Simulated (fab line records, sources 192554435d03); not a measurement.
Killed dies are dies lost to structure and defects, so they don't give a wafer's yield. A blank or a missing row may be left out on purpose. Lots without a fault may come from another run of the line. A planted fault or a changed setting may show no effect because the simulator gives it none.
fab line records | flow n5_finfet
record lots=5 wafers=15 last_day=16
route steps=1938 shown BEOL_M5@1163 BEOL_M6@1194
lots that met no fault: from a run of the same line without faults
start_h: hours from the record's first day to the start of the lot's first wafer shown | wait_h: hours since the lot's step before | " the same as in the row above | L1.1+2: a row that stands for several wafers | - no value, or no start given | * or withheld: withheld | < > ~ a bound
route shown NAME@n: a module of which the file shows steps, and the number in the route of the first | usual: mean/standard deviation of fault-free wafers | same: alike in all rows | chamber/n: place in a boat | sites: the reading at each site | _std_site: their standard deviation | _edge_site: outer sites' mean less inner sites' | radius_mm: how far each site lies from the wafer's centre | mask NAME#n: copy n | behind: the tool/chamber that last shaped the wafer | hold: why the lot was held/for how many hours/how that ended | device: the transistor (n, p or np) that didn't switch | end of line: the same wafers' tests at the end of the route | a step without rows: its recipe alone | killed: dies lost to structure and defects at the first sort, not the wafer's yield | map: a wafer's dies, x killed, . not, _ none there
set.NAME: the setting as run; set.NAME@STEP: as run at that earlier step | model.NAME: the simulator's own value behind a step, which no gauge read
lots at some steps of the route; a table a step, a row a wafer
services: from which hour (start_h, from the record's first day; less than 0 if before it) a tool's chamber was out of use, for how many hours, and why
## steps
# step N5_BEOL_M5_OCD_MEAS_38
# usual trench_depth_nm=70.9/1.2
# columns lot.wafer tool chamber start_h wait_h trench_depth_nm
L076.1 ocd-02 - 190.77 - 71.8
L076.4 " - " " 71.0
L076.6 " - " " 71.0
L078.2 ocd-01 - 210.51 - 70.7
L078.3 " - " " 71.1
L078.4 " - " " 70.3
L089.2 ocd-01 - 263.99 - 69.5
L089.5 " - " " 71.4
L089.6 " - " " 70.8
L093.1 ocd-01 - 280.37 - 71.6
L093.2 " - " " 69.4
L093.6 " - " " 69.6
L094.2 ocd-02 - 299.90 - 69.6
L094.3 " - " " 71.8
L094.5 " - " " 73.7
# step N5_BEOL_M5_HM_STRIP_39
# recipe chemistry=peroxide_tin_strip material=TiN target_depth_a=250 temp_c=50 time_s=158
# columns lot.wafer tool chamber start_h wait_h
L076.1+4+6 wet_bench-06 1,3,6 190.80 0.0
L078.2+3+4 wet_bench-05 1,7,6 210.54 0.0
L089.2+5+6 wet_bench-05 3,4,7 264.02 0.0
L093.1+2+6 wet_bench-06 7,1,4 280.40 0.0
L094.2+3+5 wet_bench-06 1,4,6 299.93 0.0
# step N5_BEOL_M5_SRD_40
# recipe time_s=30 temp_c=23 rinse_liquid=diw dry=ipa_marangoni
# columns lot.wafer tool chamber start_h wait_h
L076.1+4+6 wet_bench-06 1,3,6 190.85 0.0
L078.2+3+4 wet_bench-05 1,7,6 210.59 0.0
L089.2+5+6 wet_bench-05 3,4,7 264.06 0.0
L093.1+2+6 wet_bench-06 7,1,4 280.45 0.0
L094.2+3+5 wet_bench-06 1,4,6 299.98 0.0
# step N5_BEOL_M5_PRECLEAN_42
# recipe chemistry=residue_remover time_s=60 temp_c=40
# columns lot.wafer tool chamber start_h wait_h
L076.1+4+6 wet_bench-06 1,3,6 190.87 0.0
L078.2+3+4 wet_bench-05 1,7,6 210.60 0.0
L089.2+5+6 wet_bench-05 3,4,7 264.08 0.0
L093.1+2+6 wet_bench-06 7,1,4 280.46 0.0
L094.2+3+5 wet_bench-06 1,4,6 299.99 0.0
# step N5_BEOL_M5_SRD_43
# recipe time_s=30 temp_c=23 rinse_liquid=diw dry=ipa_marangoni
# columns lot.wafer tool chamber start_h wait_h
L076.1+4+6 wet_bench-06 1,3,6 190.88 0.0
L078.2+3+4 wet_bench-05 1,7,6 210.62 0.0
L089.2+5+6 wet_bench-05 3,4,7 264.10 0.0
L093.1+2+6 wet_bench-06 7,1,4 280.48 0.0
L094.2+3+5 wet_bench-06 1,4,6 300.01 0.0
# step N5_BEOL_M5_CD_MEAS_35
# recipe target_cd_nm=28 target_cd_y_nm=24 polarity=opening
# usual cd_nm=27.9/0.32
# columns lot.wafer tool chamber start_h wait_h cd_nm
L076.1 cd_sem-03 - 190.92 0.0 28.3
L076.4 " - " " 27.8
L076.6 " - " " 28.1
L078.2 cd_sem-01 - 210.66 0.0 27.9
L078.3 " - " " 28.4
L078.4 " - " " 27.9
L089.2 cd_sem-03 - 264.14 0.0 28.0
L089.5 " - " " 28.1
L089.6 " - " " 27.7
L093.1 cd_sem-02 - 280.52 0.0 28.0
L093.2 " - " " 27.8
L093.6 " - " " 28.2
L094.2 cd_sem-01 - 300.05 0.0 27.6
L094.3 " - " " 27.6
L094.5 " - " " 27.5
# step N5_BEOL_M5_CURE_80
# recipe temp_c=370 time_s=120 ambient=DMADMS/He material=SiCOH_lowk
# usual lamp_power_pct=52.31/0.055 wafer_temp_C_max=371.9/0.67
# columns lot.wafer tool chamber start_h wait_h lamp_power_pct wafer_temp_C_max
L076.1 uv_cure-03 0 190.97 0.0 52.26 371.1
L076.4 " 0 " " 52.37 371.2
L076.6 " 0 " " 52.31 371.3
L078.2 uv_cure-02 0 210.75 0.1 52.41 372.5
L078.3 " 0 " " 52.26 372.1
L078.4 " 0 " " 52.26 371.4
L089.2 uv_cure-01 2 264.28 0.1 52.29 371.5
L089.5 " 2 " " 52.30 371.4
L089.6 " 2 " " 52.33 371.4
L093.1 uv_cure-02 0 280.56 0.0 52.26 371.9
L093.2 " 0 " " 52.27 372.6
L093.6 " 0 " " 52.33 371.8
L094.2 uv_cure-01 0 300.34 0.3 52.21 372.1
L094.3 " 0 " " 52.31 373.9
L094.5 " 0 " " 52.32 372.8
# step N5_BEOL_M5_DEGAS_44
# recipe ambient=vacuum temp_c=250 time_s=60
# usual heater_power_w=350/22
# columns lot.wafer tool chamber start_h wait_h heater_power_w
L076.1 pvd_sputter-02 - 191.47 0.4 351
L076.4 " - " " 340
L076.6 " - " " 378
L078.2 pvd_sputter-02 - 211.07 0.3 352
L078.3 " - " " 382
L078.4 " - " " 367
L089.2 pvd_sputter-01 - 265.01 0.6 320
L089.5 " - " " 352
L089.6 " - " " 319
L093.1 pvd_sputter-03 - 282.31 1.7 395
L093.2 " - " " 346
L093.6 " - " " 345
L094.2 pvd_sputter-01 - 300.90 0.5 359
L094.3 " - " " 327
L094.5 " - " " 343
# step N5_BEOL_M5_PRE_CLEAN_45
# recipe gas=H2/He time_s=30 temp_c=250
# usual heater_power_w=350/23
# columns lot.wafer tool chamber start_h wait_h heater_power_w
L076.1 pvd_sputter-02 - 191.51 0.0 362
L076.4 " - " " 344
L076.6 " - " " 371
L078.2 pvd_sputter-02 - 211.11 0.0 347
L078.3 " - " " 387
L078.4 " - " " 351
L089.2 pvd_sputter-01 - 265.05 0.0 322
L089.5 " - " " 346
L089.6 " - " " 328
L093.1 pvd_sputter-03 - 282.35 0.0 402
L093.2 " - " " 348
L093.6 " - " " 344
L094.2 pvd_sputter-01 - 300.94 0.0 366
L094.3 " - " " 319
L094.5 " - " " 339
# step N5_BEOL_M5_ALD_86
# recipe material=TaN target_thk_a=* temp_c=275 ald_precursor_family=PDMAT ald_co_reactant=NH3 pressure_torr=3 carrier_flow_sccm=1500 pulse_time_s=2 purge_time_s=3 co_reactant_purge_time_s=2 co_reactant_pulse_time_s=3 ald_cycles=30 precursor_vessel_temp_c=75 precursor_vessel_pressure_torr=26.25 precursor_vessel_carrier_sccm=1000
# usual heater_power_w=428/40 precursor_vessel_temp_c=74.99/0.13
# columns lot.wafer tool chamber start_h wait_h heater_power_w precursor_vessel_temp_c
L076.1 ald_metal-03 0 191.59 0.1 497 74.90
L076.4 " 2 " " 439 74.98
L076.6 " 0 " " 506 75.03
L078.2 ald_metal-04 2 211.27 0.1 416 74.93
L078.3 " 3 " " 417 74.85
L078.4 " 0 " " 388 75.13
L089.2 ald_metal-02 0 265.11 0.0 383 74.89
L089.5 " 3 " " 470 75.12
L089.6 " 2 " " 445 75.14
L093.1 ald_metal-04 1 282.45 0.1 460 74.93
L093.2 " 2 " " 413 75.11
L093.6 " 1 " " 450 75.04
L094.2 ald_metal-02 1 301.00 0.0 441 74.97
L094.3 " 0 " " 384 75.39
L094.5 " 1 " " 425 75.05
# step N5_BEOL_M5_SURFACE_TREAT_87
# recipe gas=Ar time_s=* ion_energy_ev=* ion_current_ma_cm2=0.5 pressure_mtorr=* ar_flow_sccm=30
# usual throttle_valve_pct=*
# columns lot.wafer tool chamber start_h wait_h throttle_valve_pct
L076.1 pvd_sputter-01 - 191.90 0.2 *
L076.4 " - " " *
L076.6 " - " " *
L078.2 pvd_sputter-03 - 212.50 1.1 *
L078.3 " - " " *
L078.4 " - " " *
L089.2 pvd_sputter-01 - 265.59 0.4 *
L089.5 " - " " *
L089.6 " - " " *
L093.1 pvd_sputter-03 - 282.73 0.2 *
L093.2 " - " " *
L093.6 " - " " *
L094.2 pvd_sputter-03 - 301.38 0.3 *
L094.3 " - " " *
L094.5 " - " " *
# step N5_BEOL_M5_CVD_47
# recipe material=Co target_thk_a=30 temp_c=withheld precursor=CCTBA/H2 pressure_torr=30 time_s=216
# columns lot.wafer tool chamber start_h wait_h
L076.1+4+6 cvd_co-01 2,2,0 191.96 0.0
L078.2+3+4 cvd_co-01 0,1,0 212.74 0.2
L089.2+5+6 cvd_co-02 1,1,0 265.65 0.0
L093.1+2+6 cvd_co-02 0,2,0 282.80 0.1
L094.2+3+5 cvd_co-02 0,2,2 301.44 0.0
# step N5_BEOL_M5_SPUTTER_48
# recipe material=Cu target_thk_a=150 temp_c=-20 chamber_pressure_pa=0.07 power_w=withheld time_s=27.62
# usual chuck_sensor_temp_C=-15.8/0.38 throttle_valve_pct=30.5/1.1
# columns lot.wafer tool chamber start_h wait_h chuck_sensor_temp_C throttle_valve_pct
L076.1 pvd_sputter-01 - 192.16 0.1 -16.3 32.8
L076.4 " - " " -15.9 30.3
L076.6 " - " " -16.2 32.8
L078.2 pvd_sputter-03 - 212.98 0.2 -15.7 30.5
L078.3 " - " " -16.1 31.0
L078.4 " - " " -15.6 29.0
L089.2 pvd_sputter-02 - 265.84 0.1 -16.0 29.6
L089.5 " - " " -15.2 30.2
L089.6 " - " " -15.9 30.8
L093.1 pvd_sputter-01 - 283.07 0.2 -15.2 31.3
L093.2 " - " " -16.0 30.5
L093.6 " - " " -16.4 32.8
L094.2 pvd_sputter-03 - 301.64 0.1 -16.2 31.3
L094.3 " - " " -15.4 30.4
L094.5 " - " " -15.4 30.6
# step N5_BEOL_M5_ANNEAL_49
# recipe temp_c=400 time_s=1800 ambient=vacuum
# usual heater_power_w=868/58
# columns lot.wafer tool chamber start_h wait_h heater_power_w
L076.1 pvd_sputter-01 - 192.24 0.0 851
L076.4 " - " " 788
L076.6 " - " " 861
L078.2 pvd_sputter-03 - 213.06 0.0 856
L078.3 " - " " 818
L078.4 " - " " 1021
L089.2 pvd_sputter-02 - 265.92 0.0 945
L089.5 " - " " 908
L089.6 " - " " 895
L093.1 pvd_sputter-01 - 283.15 0.0 803
L093.2 " - " " 797
L093.6 " - " " 871
L094.2 pvd_sputter-03 - 301.72 0.0 812
L094.3 " - " " 844
L094.5 " - " " 856
# step N5_BEOL_M5_SPUTTER_81
# recipe material=Cu target_thk_a=150 temp_c=-20 chamber_pressure_pa=0.07 power_w=withheld time_s=27.62
# usual chuck_sensor_temp_C=-15.8/0.39 throttle_valve_pct=30.5/1.1
# columns lot.wafer tool chamber start_h wait_h chuck_sensor_temp_C throttle_valve_pct
L076.1 pvd_sputter-01 - 193.24 0.5 -16.1 32.6
L076.4 " - " " -15.8 30.4
L076.6 " - " " -16.1 33.0
L078.2 pvd_sputter-03 - 214.07 0.5 -15.4 30.7
L078.3 " - " " -16.0 31.1
L078.4 " - " " -15.5 28.9
L089.2 pvd_sputter-02 - 266.93 0.5 -16.0 29.6
L089.5 " - " " -15.2 30.4
L089.6 " - " " -16.0 30.7
L093.1 pvd_sputter-01 - 284.16 0.5 -15.4 31.3
L093.2 " - " " -15.9 30.4
L093.6 " - " " -16.3 32.7
L094.2 pvd_sputter-03 - 302.72 0.5 -16.0 31.4
L094.3 " - " " -15.6 30.5
L094.5 " - " " -15.7 30.4
# step N5_BEOL_M5_ANNEAL_82
# recipe temp_c=400 time_s=1800 ambient=vacuum
# usual heater_power_w=868/56
# columns lot.wafer tool chamber start_h wait_h heater_power_w
L076.1 pvd_sputter-01 - 193.32 0.0 845
L076.4 " - " " 792
L076.6 " - " " 848
L078.2 pvd_sputter-03 - 214.15 0.0 857
L078.3 " - " " 830
L078.4 " - " " 1007
L089.2 pvd_sputter-02 - 267.01 0.0 924
L089.5 " - " " 909
L089.6 " - " " 865
L093.1 pvd_sputter-01 - 284.24 0.0 801
L093.2 " - " " 810
L093.6 " - " " 875
L094.2 pvd_sputter-03 - 302.80 0.0 819
L094.3 " - " " 860
L094.5 " - " " 859
# step N5_BEOL_M5_SPUTTER_83
# recipe material=Cu target_thk_a=150 temp_c=-20 chamber_pressure_pa=0.07 power_w=withheld time_s=27.62
# usual chuck_sensor_temp_C=-15.8/0.38 throttle_valve_pct=30.5/1.1
# columns lot.wafer tool chamber start_h wait_h chuck_sensor_temp_C throttle_valve_pct
L076.1 pvd_sputter-01 - 194.33 0.5 -16.4 32.7
L076.4 " - " " -15.9 30.4
L076.6 " - " " -16.1 32.6
L078.2 pvd_sputter-03 - 215.16 0.5 -15.6 30.3
L078.3 " - " " -16.1 31.2
L078.4 " - " " -15.4 28.8
L089.2 pvd_sputter-02 - 268.01 0.5 -16.1 29.7
L089.5 " - " " -15.2 30.3
L089.6 " - " " -15.7 30.6
L093.1 pvd_sputter-01 - 285.25 0.5 -15.3 31.3
L093.2 " - " " -15.9 30.4
L093.6 " - " " -16.3 32.9
L094.2 pvd_sputter-03 - 303.81 0.5 -16.0 31.0
L094.3 " - " " -15.6 30.6
L094.5 " - " " -15.8 30.3
# step N5_BEOL_M5_ANNEAL_84
# recipe temp_c=400 time_s=1800 ambient=vacuum
# usual heater_power_w=871/57
# columns lot.wafer tool chamber start_h wait_h heater_power_w
L076.1 pvd_sputter-01 - 194.41 0.0 845
L076.4 " - " " 795
L076.6 " - " " 858
L078.2 pvd_sputter-03 - 215.24 0.0 855
L078.3 " - " " 816
L078.4 " - " " 1016
L089.2 pvd_sputter-02 - 268.09 0.0 935
L089.5 " - " " 925
L089.6 " - " " 861
L093.1 pvd_sputter-01 - 285.33 0.0 812
L093.2 " - " " 800
L093.6 " - " " 862
L094.2 pvd_sputter-03 - 303.89 0.0 822
L094.3 " - " " 845
L094.5 " - " " 847
# step N5_BEOL_M5_SPUTTER_88
# recipe material=Cu target_thk_a=150 temp_c=-20 chamber_pressure_pa=0.07 power_w=withheld time_s=27.62
# usual chuck_sensor_temp_C=-15.8/0.39 throttle_valve_pct=30.5/1.1
# columns lot.wafer tool chamber start_h wait_h chuck_sensor_temp_C throttle_valve_pct
L076.1 pvd_sputter-01 - 195.42 0.5 -16.1 32.9
L076.4 " - " " -15.9 30.6
L076.6 " - " " -16.4 32.9
L078.2 pvd_sputter-03 - 216.24 0.5 -15.6 30.5
L078.3 " - " " -15.9 31.3
L078.4 " - " " -15.5 28.8
L089.2 pvd_sputter-02 - 269.10 0.5 -16.0 29.9
L089.5 " - " " -15.0 30.8
L089.6 " - " " -16.0 30.8
L093.1 pvd_sputter-01 - 286.33 0.5 -15.2 31.4
L093.2 " - " " -16.0 30.2
L093.6 " - " " -16.5 32.8
L094.2 pvd_sputter-03 - 304.90 0.5 -15.9 31.2
L094.3 " - " " -15.6 30.5
L094.5 " - " " -15.7 30.2
# step N5_BEOL_M5_ANNEAL_89
# recipe temp_c=400 time_s=1800 ambient=vacuum
# usual heater_power_w=869/58
# columns lot.wafer tool chamber start_h wait_h heater_power_w
L076.1 pvd_sputter-01 - 195.50 0.0 861
L076.4 " - " " 790
L076.6 " - " " 863
L078.2 pvd_sputter-03 - 216.32 0.0 821
L078.3 " - " " 813
L078.4 " - " " 1013
L089.2 pvd_sputter-02 - 269.18 0.0 933
L089.5 " - " " 891
L089.6 " - " " 853
L093.1 pvd_sputter-01 - 286.41 0.0 817
L093.2 " - " " 809
L093.6 " - " " 835
L094.2 pvd_sputter-03 - 304.98 0.0 829
L094.3 " - " " 878
L094.5 " - " " 863
# step N5_BEOL_M5_SPUTTER_90
# recipe material=Cu target_thk_a=45 temp_c=-20 chamber_pressure_pa=0.07 power_w=withheld time_s=8.29
# usual chuck_sensor_temp_C=-15.8/0.39 throttle_valve_pct=30.5/1.1
# columns lot.wafer tool chamber start_h wait_h chuck_sensor_temp_C throttle_valve_pct
L076.1 pvd_sputter-01 - 196.50 0.5 -16.3 32.8
L076.4 " - " " -16.0 30.6
L076.6 " - " " -16.2 32.9
L078.2 pvd_sputter-03 - 217.33 0.5 -15.9 30.5
L078.3 " - " " -15.9 31.1
L078.4 " - " " -15.6 28.8
L089.2 pvd_sputter-02 - 270.19 0.5 -16.1 29.9
L089.5 " - " " -15.2 30.8
L089.6 " - " " -16.0 30.9
L093.1 pvd_sputter-01 - 287.42 0.5 -15.2 31.3
L093.2 " - " " -15.8 30.2
L093.6 " - " " -16.2 32.9
L094.2 pvd_sputter-03 - 305.98 0.5 -16.0 31.3
L094.3 " - " " -15.5 30.6
L094.5 " - " " -15.6 30.4
# step N5_BEOL_M5_ECD_50
# recipe material=Cu target_thk_a=3000
# columns lot.wafer tool chamber start_h wait_h
L076.1+4+6 ecd_cu-02 0 196.62 0.1
L078.2+3+4 ecd_cu-02 1,1,0 217.45 0.1
L089.2+5+6 ecd_cu-01 0,0,1 270.30 0.1
L093.1+2+6 ecd_cu-01 0,1,1 287.54 0.1
L094.2+3+5 ecd_cu-01 0,1,0 306.10 0.1
# step N5_BEOL_M5_ANNEAL_51
# recipe temp_c=225 time_s=90 ambient=N2
# usual wafer_temp_C_max=225.95/0.27
# columns lot.wafer tool chamber start_h wait_h wafer_temp_C_max
L076.1 rtp_anneal-02 0 196.98 0.3 225.64
L076.4 " 0 " " 226.65
L076.6 " 0 " " 226.06
L078.2 rtp_anneal-02 0 217.70 0.2 225.82
L078.3 " 0 " " 226.30
L078.4 " 0 " " 226.33
L089.2 rtp_anneal-01 0 270.43 0.1 225.99
L089.5 " 0 " " 225.70
L089.6 " 0 " " 225.86
L093.1 rtp_anneal-01 0 287.62 0.1 225.73
L093.2 " 0 " " 225.70
L093.6 " 0 " " 225.73
L094.2 rtp_anneal-02 0 306.40 0.3 226.04
L094.3 " 0 " " 226.47
L094.5 " 0 " " 225.96
# step N5_BEOL_M5_CMP_52
# recipe stop_on=SiCOH_lowk t_overpolish_s=6.9 down_force_psi=1 platen_rpm=50 clearing_platen_down_force_psi=1.5 clearing_platen_rpm=50 post_cmp_clean=cu_alkaline target_thk_nm=62 clearing_platen_pad_velocity_m_s=0.99484 pad_velocity_m_s=0.99484
# usual barrier_field_endpoint_s=24.5/0.62 motor_current_A=6.1/0.48 overpolish_run_s=6.900/0.0081 time_to_endpoint_s=63/3.1
# columns lot.wafer tool chamber start_h wait_h barrier_field_endpoint_s motor_current_A overpolish_run_s time_to_endpoint_s
L076.4 cmp-01 1 197.29 0.1 24.6 6.4 6.888 65
L076.1 " 0 " " 24.2 5.7 6.899 65
L076.6 " 2 " " 25.6 6.8 6.898 67
L078.3 cmp-03 1 217.95 0.2 23.5 6.1 6.903 61
L078.2 " 2 " " 23.7 6.6 6.899 62
L078.4 " 3 " " 24.0 6.6 6.888 61
L089.2 cmp-01 1 270.72 0.2 24.7 6.2 6.891 63
L089.6 " 0 " " 24.0 5.5 6.901 63
L089.5 " 1 " " 24.5 5.9 6.910 60
L093.2 cmp-01 1 288.00 0.3 24.7 6.2 6.903 67
L093.1 " 2 " " 24.9 6.8 6.903 66
L093.6 " 3 " " 24.7 5.5 6.906 60
L094.3 cmp-01 2 306.71 0.2 25.0 6.8 6.915 66
L094.2 " 0 " " 24.6 5.9 6.899 60
L094.5 " 1 " " 25.1 6.1 6.907 67
# step N5_BEOL_M5_THK_MEAS_53
# recipe thk_meas_gauge=xrf reads=Cu_of_BEOL_M5_ECD_50
# usual M5_THK=62.3/1.4
# columns lot.wafer tool chamber start_h wait_h M5_THK[nm]
L076.1 film_metro-01 - 197.58 - 63.3
L076.4 " - " " 62.5
L076.6 " - " " 62.7
L078.2 film_metro-01 - 218.24 - 62.9
L078.3 " - " " 61.9
L078.4 " - " " 61.6
L089.2 film_metro-01 - 270.98 - 59.8
L089.5 " - " " 62.1
L089.6 " - " " 61.7
L093.1 film_metro-02 - 288.21 - 65.2
L093.2 " - " " 61.0
L093.6 " - " " 61.4
L094.2 film_metro-01 - 306.97 - 61.3
L094.3 " - " " 64.1
L094.5 " - " " 66.2
# step N5_BEOL_M5_PRE_CLEAN_77
# recipe gas=NH3/H2 time_s=15 temp_c=* rf_power_w=300
# usual heater_power_w=82/21
# columns lot.wafer tool chamber start_h wait_h heater_power_w
L076.1 cvd_co-01 0 197.62 0.0 68
L076.4 " 1 " " 67
L076.6 " 0 " " 70
L078.2 cvd_co-02 2 218.31 0.1 101
L078.3 " 1 " " 79
L078.4 " 0 " " 59
L089.2 cvd_co-01 1 271.02 0.0 67
L089.5 " 0 " " 71
L089.6 " 2 " " 115
L093.1 cvd_co-01 2 288.25 0.0 120
L093.2 " 1 " " 67
L093.6 " 0 " " 69
L094.2 cvd_co-02 2 307.06 0.1 104
L094.3 " 1 " " 79
L094.5 " 0 " " 58
# step N5_BEOL_M5_CO_CAP_78
# recipe material=Co target_thk_a=20 temp_c=200 precursor=CCTBA/H2 pressure_torr=30 time_s=102.1
# usual heater_power_w=233/27
# columns lot.wafer tool chamber start_h wait_h heater_power_w
L076.1 cvd_co-01 0 197.66 0.0 223
L076.4 " 1 " " 211
L076.6 " 0 " " 217
L078.2 cvd_co-02 2 218.35 0.0 264
L078.3 " 1 " " 235
L078.4 " 0 " " 200
L089.2 cvd_co-01 1 271.06 0.0 215
L089.5 " 0 " " 216
L089.6 " 2 " " 283
L093.1 cvd_co-01 2 288.29 0.0 283
L093.2 " 1 " " 221
L093.6 " 0 " " 215
L094.2 cvd_co-02 2 307.10 0.0 265
L094.3 " 1 " " 234
L094.5 " 0 " " 197
# step N5_BEOL_M5_PRE_CLEAN_55
# recipe gas=NH3 time_s=15 temp_c=withheld rf_power_w=300
# columns lot.wafer tool chamber start_h wait_h
L076.1+4+6 pecvd-01 0,1,2 197.75 0.1
L078.2+3+4 pecvd-02 1,1,2 218.45 0.1
L089.2+5+6 pecvd-01 1,1,2 271.15 0.1
L093.1+2+6 pecvd-03 2,1,1 288.38 0.1
L094.2+3+5 pecvd-01 2,1,2 307.19 0.1
# step N5_BEOL_M5_DEP_56
# recipe material=SiCN target_thk_a=80 temp_c=withheld precursor=3MS/NH3 pressure_torr=3 rf_w=202 time_s=14
# usual showerhead_plenum_p_Torr=3.665/0.013 throttle_valve_pct=9.1/0.49
# columns lot.wafer tool chamber start_h wait_h showerhead_plenum_p_Torr throttle_valve_pct
L076.1 pecvd-01 0 197.77 0.0 3.659 8.9
L076.4 " 1 " " 3.667 10.0
L076.6 " 2 " " 3.665 8.5
L078.2 pecvd-02 1 218.48 0.0 3.663 9.0
L078.3 " 1 " " 3.653 8.8
L078.4 " 2 " " 3.674 8.7
L089.2 pecvd-01 1 271.17 0.0 3.652 10.2
L089.5 " 1 " " 3.652 10.2
L089.6 " 2 " " 3.659 8.7
L093.1 pecvd-03 2 288.41 0.0 3.671 8.9
L093.2 " 1 " " 3.687 8.7
L093.6 " 1 " " 3.702 8.5
L094.2 pecvd-01 2 307.21 0.0 3.661 8.7
L094.3 " 1 " " 3.658 10.1
L094.5 " 2 " " 3.663 8.5
# step N5_BEOL_M5_RS_MEAS_57
# recipe thk_meas_gauge=four-point-probe reads=Co_of_BEOL_M5_CO_CAP_78+Cu_of_BEOL_M5_ECD_50+Co_of_BEOL_M5_CVD_47+TaN_of_BEOL_M5_ALD_86
# usual M5_RS=0.391/0.011
# columns lot.wafer tool chamber start_h wait_h M5_RS[ohm/sq]
L076.1 film_metro-01 - 197.84 0.0 0.385
L076.4 " - " " 0.390
L076.6 " - " " 0.390
L078.2 film_metro-02 - 218.57 0.1 0.387
L078.3 " - " " 0.394
L078.4 " - " " 0.397
L089.2 film_metro-02 - 271.24 0.1 0.409
L089.5 " - " " 0.392
L089.6 " - " " 0.394
L093.1 film_metro-01 - 288.48 0.0 0.371
L093.2 " - " " 0.399
L093.6 " - " " 0.399
L094.2 film_metro-01 - 307.28 0.1 0.402
L094.3 " - " " 0.382
L094.5 " - " " 0.365
# step N5_BEOL_M5_INSPECT_58
# recipe inspect_instrument=darkfield mode=post_dep
# usual raw_defect_count=75/25
# columns lot.wafer tool chamber start_h wait_h raw_defect_count
L076.1 defect_inspect-02 - 197.87 0.0 70
L076.4 " - " " 49
L076.6 " - " " 88
L078.2 defect_inspect-02 - 218.59 0.0 54
L078.3 " - " " 70
L078.4 " - " " 77
L089.2 defect_inspect-02 - 271.27 0.0 54
L089.5 " - " " 54
L089.6 " - " " 52
L093.1 defect_inspect-02 - 288.50 0.0 104
L093.2 " - " " 65
L093.6 " - " " 100
L094.2 defect_inspect-02 - 307.31 0.0 37
L094.3 " - " " 102
L094.5 " - " " 62
# step N5_BEOL_M6_ILD_DEP_00
# recipe material=SiCOH_lowk target_thk_a=1797.5 temp_c=300 precursor=DEMS/porogen pressure_torr=5 rf_w=500 time_s=33.4
# usual heater_power_w=312/62 showerhead_plenum_p_Torr=5.744/0.014 throttle_valve_pct=14.3/0.92
# columns lot.wafer tool chamber start_h wait_h heater_power_w showerhead_plenum_p_Torr throttle_valve_pct
L076.1 pecvd-04 0 197.90 0.0 196 5.745 15.0
L076.4 " 2 " " 271 5.727 14.2
L076.6 " 0 " " 197 5.748 15.2
L078.2 pecvd-04 0 218.63 0.0 218 5.755 15.1
L078.3 " 1 " " 394 5.752 14.9
L078.4 " 0 " " 222 5.750 15.3
L089.2 pecvd-03 2 271.31 0.0 340 5.740 13.7
L089.5 " 2 " " 268 5.762 14.1
L089.6 " 1 " " 336 5.769 12.7
L093.1 pecvd-01 0 288.54 0.0 361 5.739 13.8
L093.2 " 2 " " 305 5.750 13.0
L093.6 " 0 " " 364 5.730 13.6
L094.2 pecvd-01 0 307.34 0.0 389 5.741 13.9
L094.3 " 2 " " 294 5.726 13.0
L094.5 " 2 " " 302 5.739 13.2
# step N5_BEOL_M6_CURE_74
# recipe temp_c=385 time_s=240 ambient=He/Ar material=SiCOH_lowk
# usual lamp_power_pct=52.32/0.056 wafer_temp_C_max=387.0/0.73
# columns lot.wafer tool chamber start_h wait_h lamp_power_pct wafer_temp_C_max
L076.1 uv_cure-01 1 197.97 0.0 52.33 388.0
L076.4 " 1 " " 52.29 387.8
L076.6 " 1 " " 52.37 388.4
L078.2 uv_cure-03 1 218.82 0.2 52.36 387.0
L078.3 " 1 " " 52.39 387.3
L078.4 " 1 " " 52.34 387.4
L089.2 uv_cure-02 1 271.45 0.1 52.25 388.3
L089.5 " 1 " " 52.26 387.8
L089.6 " 1 " " 52.35 387.4
L093.1 uv_cure-01 2 288.60 0.0 52.26 386.6
L093.2 " 2 " " 52.32 386.6
L093.6 " 2 " " 52.38 386.7
L094.2 uv_cure-01 0 307.49 0.1 52.29 388.0
L094.3 " 0 " " 52.30 387.7
L094.5 " 0 " " 52.30 387.7
# step N5_BEOL_M6_THK_MEAS_01
# recipe reads=SiCOH_lowk_of_BEOL_M6_ILD_DEP_00
# usual M6_ILD_THK=155.0/2
# columns lot.wafer tool chamber start_h wait_h M6_ILD_THK[nm]
L076.1 film_metro-02 - 198.48 0.4 154.4
L076.4 " - " " 156.2
L076.6 " - " " 155.3
L078.2 film_metro-02 - 219.25 0.4 151.0
L078.3 " - " " 155.1
L078.4 " - " " 156.1
L089.2 film_metro-01 - 271.88 0.4 156.4
L089.5 " - " " 157.9
L089.6 " - " " 158.1
L093.1 film_metro-01 - 289.11 0.4 152.4
L093.2 " - " " 154.1
L093.6 " - " " 156.0
L094.2 film_metro-01 - 307.92 0.4 150.9
L094.3 " - " " 153.1
L094.5 " - " " 157.5
# step N5_BEOL_M6_PECVD_70
# recipe material=SiO2 target_thk_a=200 temp_c=400 precursor=TEOS/O2 pressure_torr=5.5 rf_w=450 teos_flow_sccm=53.8 gas=O2 flow_sccm=3000 time_s=22.7
# usual heater_power_w=726/96 showerhead_plenum_p_Torr=8.80/0.058 throttle_valve_pct=22.7/1.5
# columns lot.wafer tool chamber start_h wait_h heater_power_w showerhead_plenum_p_Torr throttle_valve_pct
L076.1 pecvd-04 1 198.52 0.0 760 8.86 24.2
L076.4 " 0 " " 481 8.78 24.4
L076.6 " 1 " " 772 8.82 24.0
L078.2 pecvd-03 1 219.29 0.0 728 8.92 21.2
L078.3 " 0 " " 740 8.72 22.9
L078.4 " 1 " " 751 8.92 21.0
L089.2 pecvd-01 1 271.92 0.0 849 8.76 25.8
L089.5 " 2 " " 676 8.75 21.2
L089.6 " 0 " " 703 8.75 22.4
L093.1 pecvd-01 1 289.15 0.0 758 8.74 25.4
L093.2 " 2 " " 737 8.78 21.3
L093.6 " 1 " " 750 8.76 25.6
L094.2 pecvd-03 1 307.96 0.0 799 8.95 21.2
L094.3 " 2 " " 742 8.84 22.5
L094.5 " 2 " " 756 8.82 22.6
## services
# columns tool chamber start_h hours kind
uv_cure-02 - 169.83 1.1 repair
ald_metal-04 2 172.02 31.1 repair
uv_cure-02 - 174.62 3.4 pm
cvd_co-01 - 189.76 1.3 repair
cvd_co-02 2 195.82 16.5 repair
uv_cure-02 - 201.50 1.0 pm
cmp-01 - 208.03 0.7 repair
pecvd-01 1 216.04 4.4 repair
uv_cure-02 - 221.68 7.5 pm
ald_metal-02 - 224.58 1.5 repair
pecvd-02 - 228.51 0.7 repair
rtp_anneal-02 - 232.48 3.3 pm
uv_cure-01 - 233.12 2.1 pm
pvd_sputter-02 - 238.19 1.5 repair
cvd_co-01 - 241.20 0.5 repair
uv_cure-02 - 242.01 0.8 repair
cvd_co-02 - 268.73 0.5 repair
pecvd-04 - 275.15 6.0 pm
pecvd-02 2 276.66 6.6 repair
pvd_sputter-02 - 285.64 5.0 repair
pecvd-02 - 286.30 0.9 repair
uv_cure-02 - 289.93 16.1 repair
cmp-01 - 290.30 4.0 pm
cvd_co-01 - 301.89 0.2 repair
## key
fault none
